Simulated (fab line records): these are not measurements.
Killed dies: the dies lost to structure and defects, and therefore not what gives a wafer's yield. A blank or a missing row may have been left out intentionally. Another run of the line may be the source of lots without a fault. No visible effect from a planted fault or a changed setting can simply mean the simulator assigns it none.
Shared-tool check    flow nand-harc    Lots sampled 12, wafers sampled 42

## WHY IT WAS OPENED
On 2 of the 12 lots, a flag is raised at NHARC_A_ONON_D1_THK_MEAS_02 on the reading thk-nm. No-fault wafers: 999 nm, standard deviation 9.6.
Rule: flag the lot when none of its wafers has a number, or when each of its wafers that has one lies beyond 4 standard deviations from that mean. All remaining lots are regarded as sound.

lot   measured      on             thk-nm (nm), wafer by wafer    flag
L340  day 7 20:16   film-metro-01  997 999 998                    
L341  day 8 03:30   film-metro-02  971 969 971                    
L342  day 8 12:44   film-metro-01  1005 1004 1004                 
L346  day 10 06:50  film-metro-01  1000 999 999                   
L347  day 10 14:19  film-metro-02  994 992 994                    
L349  day 11 05:46  film-metro-02  1641 1641 1642 1642 1641 1642  FLAGGED
L350  day 12 02:47  film-metro-02  1627 1629 1628 1629 1628 1629  FLAGGED
L357  day 14 17:55  film-metro-02  1010 1010 1010                 
L358  day 15 12:43  film-metro-01  986 986 986                    
L359  day 16 00:17  film-metro-01  991 990 988                    
L361  day 16 08:02  film-metro-01  1007 1009 1008                 
L363  day 17 14:19  film-metro-01  998 1002 1000                  
The numbers of the flagged lots are 1635 nm on average: +636 nm against the usual, or +66 standard deviations.

## WHICH TOOL RAN EACH LOT
3 process steps preceding the reading are held in the record, out of 1302 steps in the route. Every cell lists first the tool, next ch and the chambers used by the sampled wafers, and last the start.
lot   flag     NHARC_P_BONDPAD_PVD_17                   NHARC_A_ZERO_WELL_ETCH_19           NHARC_A_ONON_D1_DEP_00
L340           pvd-sputter-03, day 6 22:30 or earlier   rie-diel-03 ch 2,3, day 6 22:30     pecvd-onon-01 ch 0, day 7 19:46
L341           pvd-sputter-02, day 7 03:29 or earlier   rie-diel-06 ch 0,2,3, day 7 03:29   pecvd-onon-01 ch 0, day 8 02:59
L342           pvd-sputter-01, day 7 12:23 or earlier   rie-diel-06 ch 0,1,3, day 7 12:23   pecvd-onon-01 ch 0, day 8 12:17
L346           pvd-sputter-03, day 9 08:10 or earlier   rie-diel-03 ch 0,2, day 9 08:10     pecvd-onon-01 ch 0, day 10 06:20
L347           pvd-sputter-01, day 9 16:04 or earlier   rie-diel-06 ch 0,3, day 9 16:04     pecvd-onon-01 ch 0, day 10 13:49
L349  FLAGGED  pvd-sputter-02, day 10 07:59 or earlier  rie-diel-10 ch 1,3, day 10 07:59    pecvd-onon-01 ch 0, day 11 05:15
L350  FLAGGED  pvd-sputter-03, day 11 04:15 or earlier  rie-diel-06 ch 0,3, day 11 04:15    pecvd-onon-01 ch 0, day 12 02:20
L357           pvd-sputter-03, day 13 22:25 or earlier  rie-diel-10 ch 1,2,3, day 13 22:25  pecvd-onon-01 ch 0, day 14 17:23
L358           pvd-sputter-02, day 14 14:52 or earlier  rie-diel-03 ch 0,1,2, day 14 14:52  pecvd-onon-01 ch 0, day 15 12:12
L359           pvd-sputter-01, day 15 00:04 or earlier  rie-diel-03 ch 0,1,2, day 15 00:04  pecvd-onon-03 ch 0, day 15 23:46
L361           pvd-sputter-01, day 15 09:44 or earlier  rie-diel-03 ch 0,1,2, day 15 09:44  pecvd-onon-03 ch 0, day 16 07:31
L363           pvd-sputter-01, day 16 10:43 or earlier  rie-diel-03 ch 1,2, day 16 10:43    pecvd-onon-01 ch 0, day 17 13:48
What these steps do:
- NHARC_P_BONDPAD_PVD_17: deposits TaN, target thk 5 nm, time 8.06 s.
- NHARC_A_ZERO_WELL_ETCH_19: etches the open film in N2/H2, target depth 80 nm, overetch 24 nm, time 87.88 s.
- NHARC_A_ONON_D1_DEP_00: target thk 1000 nm.
- NHARC_A_ONON_D1_THK_MEAS_02: measures by ellipsometry.

## FLAGGED AGAINST TOTAL, ONE TOOL AT A TIME (gauges that did the reading follow at the end)
step                         tool            lots run  flagged  share of the flagged lots  sound lots run after its first flagged lot
NHARC_P_BONDPAD_PVD_17       pvd-sputter-01  5         0        none                       -
NHARC_P_BONDPAD_PVD_17       pvd-sputter-02  3         1        some                       1 (L358)
NHARC_P_BONDPAD_PVD_17       pvd-sputter-03  4         1        some                       1 (L357)
NHARC_A_ZERO_WELL_ETCH_19    rie-diel-03     6         0        none                       -
NHARC_A_ZERO_WELL_ETCH_19    rie-diel-06     4         1        some                       0
NHARC_A_ZERO_WELL_ETCH_19    rie-diel-10     2         1        some                       1 (L357)
NHARC_A_ONON_D1_DEP_00       pecvd-onon-01   10        2        all                        3 (L357,L358,L363)
NHARC_A_ONON_D1_DEP_00       pecvd-onon-03   2         0        none                       -
NHARC_A_ONON_D1_THK_MEAS_02  film-metro-01   7         0        none                       -
NHARC_A_ONON_D1_THK_MEAS_02  film-metro-02   5         2        all                        1 (L357)
NHARC_P_BONDPAD_PVD_17: start missing for some lots; hours and lot order therefore follow NHARC_A_ZERO_WELL_ETCH_19.

## WHAT THE TABLE PERMITS
Table rows that saw every flagged lot: 2, namely pecvd-onon-01 at NHARC_A_ONON_D1_DEP_00 and film-metro-02 at NHARC_A_ONON_D1_THK_MEAS_02.
- pecvd-onon-01 at NHARC_A_ONON_D1_DEP_00 ran 10 lots, 2 of them flagged. Sound lots ran on it after the first flagged one (L357, L358, L363), which a lasting fault on the whole tool wouldn't allow.
- film-metro-02 at NHARC_A_ONON_D1_THK_MEAS_02 ran 5 lots, 2 of them flagged. Sound lots ran on it after the first flagged one (L357), which a lasting fault on the whole tool wouldn't allow.
Not one row of the table ran every flagged lot while running no sound lot after the first.

## WHAT THE SIMULATOR HAD PUT IN
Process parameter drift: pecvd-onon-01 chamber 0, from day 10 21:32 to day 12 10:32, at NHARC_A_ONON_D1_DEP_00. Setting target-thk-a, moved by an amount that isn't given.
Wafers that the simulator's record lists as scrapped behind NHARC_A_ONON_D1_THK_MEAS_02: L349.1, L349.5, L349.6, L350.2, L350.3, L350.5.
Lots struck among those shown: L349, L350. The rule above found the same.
